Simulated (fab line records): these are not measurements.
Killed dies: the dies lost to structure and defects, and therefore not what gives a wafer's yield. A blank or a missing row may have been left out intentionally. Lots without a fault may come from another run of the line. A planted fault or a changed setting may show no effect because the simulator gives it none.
Struck lot and sound lot, side by side	flow n5-finfet	38 steps out of a route of 1938
Sound: wafers L964.3, L964.5, L964.6. Struck: wafers L976.2, L976.3, L976.5. At the end, the cause is stated.
Per side, at each step with rows, come the tool, then ch with its chambers, and then its first start. Under that, the readings that differ: sound wafers	struck wafers	difference of the means	sigmas: that difference in standard deviations of wafers without a fault.
alike: words and numbers the same on both sides, and readings whose means are apart by under 2 such deviations; not compared: readings that were withheld, readings missing a value for some wafer, numbers with overlapping values and no deviation given by the record, and bounds like >300 which may hide the same value.
Wherever a step has rows on one side only, a row that says differs or no value, or a row with sigmas, the two part there. Numbers that don't overlap but have no deviation are shown without sigmas and don't part them. A reading missing from all wafers of one side parts the sides only when that side holds two or more wafers.

first, 9 steps without rows for these wafers: N5_BEOL_M3_SOFTBAKE_23 (time 60 s); N5_BEOL_M3_EXPOSE_25 (exposes mask V2, defocus 5 nm); N5_BEOL_M3_PEB_26 (peb time 60 s); N5_BEOL_M3_DEVELOP_27 (develop time 30 s); N5_BEOL_M3_DESCUM_33 (chemistry O2, time 7 s); N5_BEOL_M3_ETCH_77 (etches underlayer in N2/H2, target depth 6.5 nm, time 5.2 s); N5_BEOL_M3_ETCH_69 (etches SiARC in CF4, target depth 15.6 nm, time 26 s); N5_BEOL_M3_ALD_98 (deposits SiO2, target thk 2.5 nm, pulse time 1 s, co reactant pulse time 1 s); N5_BEOL_M3_ETCHBACK_99 (etches SiO2 in CHF3, target depth 5 nm, time 10.4 s).
N5_BEOL_M3_ETCH_70: etches SOC in N2/H2, target depth 80 nm, overetch 16 nm, time 120 s.
  sound on rie-diel-01 ch 0,1,3, day 10 01:17; struck on rie-diel-01 ch 0,1,2, day 12 21:32
  alike: chamber-pressure-mTorr, drypump-motor-current-A, n2-flow-sccm, oes-product-au, rf-fwd-power-W, rf-vpp-V, showerhead-plenum-p-Torr, throttle-valve-pct
  not compared: rf-hours-counter-h
then, 27 steps without rows for these wafers: N5_BEOL_M3_STRIP_71 (strips in N2/H2); N5_BEOL_M3_STRIP_78 (strips in N2/H2); N5_BEOL_M3_VIA_ETCH_34 (etches the open film in C4F6/O2, target depth 69.4 nm, time 65.9 s); N5_BEOL_M3_STRIP_83 (strips in C4F6/O2); N5_BEOL_M3_STRIP_36 (strips in N2/H2); N5_BEOL_M3_TRENCH_ETCH_37 (etches SiOC in C4F6/O2, target depth 55.555 nm, time 29.2 s); N5_BEOL_M3_ETCH_41 (etches SiCN in CH3F/O2, target depth 29.9 nm, time 52.5 s); N5_BEOL_M3_STRIP_97 (strips in N2/H2, time 10 s); N5_BEOL_M3_HM_STRIP_39 (strips TiN in peroxide tin strip, target depth 25 nm, time 158 s); N5_BEOL_M3_SRD_40 (time 30 s); N5_BEOL_M3_PRECLEAN_42 (cleans in residue remover, time 60 s); N5_BEOL_M3_SRD_43 (time 30 s); N5_BEOL_M3_DEGAS_44 (time 60 s); N5_BEOL_M3_PRE_CLEAN_45 (time 30 s); N5_BEOL_M3_ALD_84 (deposits TaN, pulse time 2 s, purge time 3 s, co reactant purge time 2 s); N5_BEOL_M3_SURFACE_TREAT_85; N5_BEOL_M3_CVD_47 (deposits Co from CCTBA/H2, target thk 3 nm, time 223.8 s); N5_BEOL_M3_SPUTTER_48 (material Cu, target thk 4.5 nm, time 8.29 s); N5_BEOL_M3_ANNEAL_49 (time 240 s); N5_BEOL_M3_SPUTTER_79 (material Cu, target thk 4.5 nm, time 8.29 s); N5_BEOL_M3_ANNEAL_80 (time 240 s); N5_BEOL_M3_SPUTTER_81 (material Cu, target thk 4.5 nm, time 8.29 s); N5_BEOL_M3_ANNEAL_82 (time 240 s); N5_BEOL_M3_SPUTTER_86 (material Cu, target thk 4.5 nm, time 8.29 s); N5_BEOL_M3_ANNEAL_87 (time 240 s); N5_BEOL_M3_SPUTTER_88 (material Cu, target thk 4.5 nm, time 8.29 s); N5_BEOL_M3_ANNEAL_89 (time 240 s).
-- record jumps: 5 days separate the struck wafers' starts on either side; left off in module BEOL_M3, taken up again in module PASSIVATION, whose first shown step is the route's number 1936 --
N5_PASSIVATION_PROBE_49:
  sound: prober-01 at day 14 19:16; struck: prober-02 at day 17 23:13
reading	sound	struck	difference	sigmas
defect-limited-yield (%)	92.9 91.4 92.1	82.3 86.8 79.9	-9.1	-7
killed_at_M0_to_M3	18 20 24	147 95 159	+113	+12
killed-dies	84 102 93	209 156 237	+108	+6
killed-on-rim	15 12 14	20 34 18	+10	+3
sort_bin_5_function (%)	4.4 4.1 5.3	11.1 8.3 11.6	+5.7	+6
sort-n-pass	1096 1078 1087	968 1024 943	-109	-6
sort-yield-pct (%)	92.9 91.4 92.1	82.0 86.8 79.9	-9.2	-7
  alike: killed_at_M4_up, killed-at-contacts, killed-at-front-end, killed-at-other, killed-open, killed-short, sort_bin_6_memory, sort_bin_8_speed

## WHERE THEY PART
N5_PASSIVATION_PROBE_49 only, going by this record.

WHY: whatever the simulator had introduced
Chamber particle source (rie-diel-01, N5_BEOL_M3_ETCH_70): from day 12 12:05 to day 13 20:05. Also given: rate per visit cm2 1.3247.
